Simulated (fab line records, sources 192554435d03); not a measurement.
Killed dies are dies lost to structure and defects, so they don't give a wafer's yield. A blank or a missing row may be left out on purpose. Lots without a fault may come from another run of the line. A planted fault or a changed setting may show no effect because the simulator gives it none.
Chamber matching | flow n5_finfet | N5_BEOL_M4_PECVD_72 on pecvd-03: 3 sister chambers
The step deposits SiO2 from TEOS/O2, target thk 16 nm, time 18 s. 6 wafers are shown with their chamber, then 10 later ones without.

WAFERS WITH THEIR CHAMBER
wafer  | chamber | throttle_valve_pct (%) | showerhead_plenum_p_Torr (Torr)
L085.4 | 2       | 21.1                   | 8.80
L087.4 | 2       | 20.7                   | 8.79
L086.4 | 0       | 21.8                   | 8.86
L086.6 | 1       | 20.3                   | 8.82
L091.1 | 0       | 21.9                   | 8.89
L091.3 | 1       | 20.2                   | 8.81

WAFERS WITHOUT THEIR CHAMBER
wafer  | throttle_valve_pct (%) | showerhead_plenum_p_Torr (Torr)
L091.6 | 20.3                   | 8.83
L093.2 | 21.9                   | 8.87
L093.3 | 21.2                   | 8.79
L093.5 | 21.8                   | 8.89
L094.1 | 21.7                   | 8.87
L094.4 | 21.0                   | 8.80
L094.5 | 20.3                   | 8.82
L096.2 | 21.4                   | 8.80
L096.3 | 21.8                   | 8.88
L096.5 | 21.1                   | 8.79

WHICH CHAMBER EACH WENT THROUGH
wafer  | from the rows above | in truth
L091.6 | 1                   | 1
L093.2 | 0                   | 0
L093.3 | 2                   | 2
L093.5 | 0                   | 0
L094.1 | 0                   | 0
L094.4 | 2                   | 2
L094.5 | 1                   | 1
L096.2 | 2                   | 2
L096.3 | 0                   | 0
L096.5 | 2                   | 2
Placed correctly: 10 of 10. Can't be placed from these rows: 0. Placed wrongly: 0.
How it was worked out, from the rows above alone: a wafer's distance from a chamber is the root of the sum, over the readings, of the square of ((its reading less the chamber's mean) divided by the reading's scatter). The wafer belongs to the nearest chamber; if the next one is less than 2 further off, it can't be placed. A chamber's mean is the mean of its shown wafers. The scatter: the root of (the sum of the squares of (reading less its chamber's mean) over the shown wafers, divided by (wafers less chambers)).
